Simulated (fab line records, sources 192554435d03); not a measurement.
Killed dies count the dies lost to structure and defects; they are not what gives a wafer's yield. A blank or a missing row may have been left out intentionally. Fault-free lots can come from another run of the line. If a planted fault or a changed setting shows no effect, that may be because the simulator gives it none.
Struck lot and sound lot, side by side / flow n5-finfet / 34 steps out of a route of 1938
Sound: the wafers L387.2, L387.3, L387.4. The struck wafers were L385.1, L385.4, L385.5. The cause is given at the end.
Each step with rows lists, per side, the tool, then ch with its chambers, then its first start. Under that, the readings that differ: sound wafers / struck wafers / difference of the means / sigmas: that difference in standard deviations of wafers without a fault.
alike: same words and numbers on both sides, and readings whose means sit less than 2 such deviations apart. not compared: any withheld reading, any reading some wafer has no value for, any bound like >300 that may hide the same value, and any number with overlapping values for which the record gives no deviation.
A row with sigmas, a row that says differs or no value, or rows on one side alone: a step with any of these is where the two part. When numbers do not overlap yet have no deviation, they are printed without sigmas and do not part them. A reading that every wafer of one side lacks parts them only if that side has two wafers or more.

first, 10 steps without rows for these wafers: N5_BEOL_M9_STRIP_36 (strips in N2/H2); N5_BEOL_M9_TRENCH_ETCH_37 (etches SiCOH lowk in C4F6/O2, target depth 151.43 nm, time 49 s); N5_BEOL_M9_ETCH_41 (etches SiCN in CH3F/O2, target depth 36.6 nm, time 70.1 s); N5_BEOL_M9_STRIP_80 (strips in N2/H2, time 10 s); N5_BEOL_M9_HM_STRIP_39 (strips TiN in peroxide tin strip, target depth 25 nm, time 158 s); N5_BEOL_M9_SRD_40 (time 30 s); N5_BEOL_M9_PRECLEAN_42 (cleans in residue remover, time 60 s); N5_BEOL_M9_SRD_43 (time 30 s); N5_BEOL_M9_CURE_72 (cures SiCOH lowk, time 120 s); N5_BEOL_M9_DEGAS_44 (time 60 s).
N5_BEOL_M9_PRE_CLEAN_45: time 30 s.
  sound on pvd-sputter-03 at day 13 13:47; struck on pvd-sputter-01 at day 13 16:56
  alike: heater-power-w
then, 22 steps without rows for these wafers: N5_BEOL_M9_ALD_74 (deposits TaN, target thk 2 nm, pulse time 2 s, purge time 3 s); N5_BEOL_M9_SURFACE_TREAT_79; N5_BEOL_M9_CVD_78 (deposits Co from CCTBA/H2, target thk 2 nm, time 138.9 s); N5_BEOL_M9_SPUTTER_48 (material Cu, target thk 12 nm, time 2 s); N5_BEOL_M9_ECD_50 (material Cu, target thk 318 nm); N5_BEOL_M9_ANNEAL_51 (time 90 s); N5_BEOL_M9_CMP_52 (polishes, stops on SiCOH lowk, t overpolish 7 s, target thk 140 nm); N5_BEOL_M9_PRE_CLEAN_55 (time 15 s); N5_BEOL_M9_DEP_56 (deposits SiCN from 3MS/NH3, target thk 15 nm, time 26.5 s); N5_BEOL_M10_ILD_DEP_00 (deposits SiCOH lowk from DEMS/porogen, target thk 308.51 nm, time 58 s); N5_BEOL_M10_CURE_71 (cures SiCOH lowk, time 240 s); N5_BEOL_M10_PECVD_70 (deposits SiO2 from TEOS/O2, target thk 20 nm, time 22.7 s); N5_BEOL_M10_HM_DEP_02 (deposits TiN, target thk 20 nm); N5_BEOL_M10_COAT_59 (time 60 s, resist thk 100 nm); N5_BEOL_M10_COAT_60 (time 60 s, resist thk 30 nm); N5_BEOL_M10_COAT_05 (resist thk 90 nm); N5_BEOL_M10_EBR_07; N5_BEOL_M10_SOFTBAKE_06 (time 60 s); N5_BEOL_M10_EXPOSE_08 (exposes mask M10); N5_BEOL_M10_PEB_09 (peb time 60 s); N5_BEOL_M10_DEVELOP_10 (develop time 30 s); N5_BEOL_M10_DESCUM_16 (chemistry O2, time 7.9 s).
-- a jump in the record: the struck wafers' starts before and after are 2 days apart (it breaks off in module BEOL_M10 and resumes in module PASSIVATION, where the first step shown is number 1936 of the route) --
N5_PASSIVATION_PROBE_49:
  only the struck wafers here have rows in the record (prober-02, day 16 04:32); the sound ones have none

## WHERE THEY PART
N5_PASSIVATION_PROBE_49 only, going by this record.

WHY: what had been put in by the simulator
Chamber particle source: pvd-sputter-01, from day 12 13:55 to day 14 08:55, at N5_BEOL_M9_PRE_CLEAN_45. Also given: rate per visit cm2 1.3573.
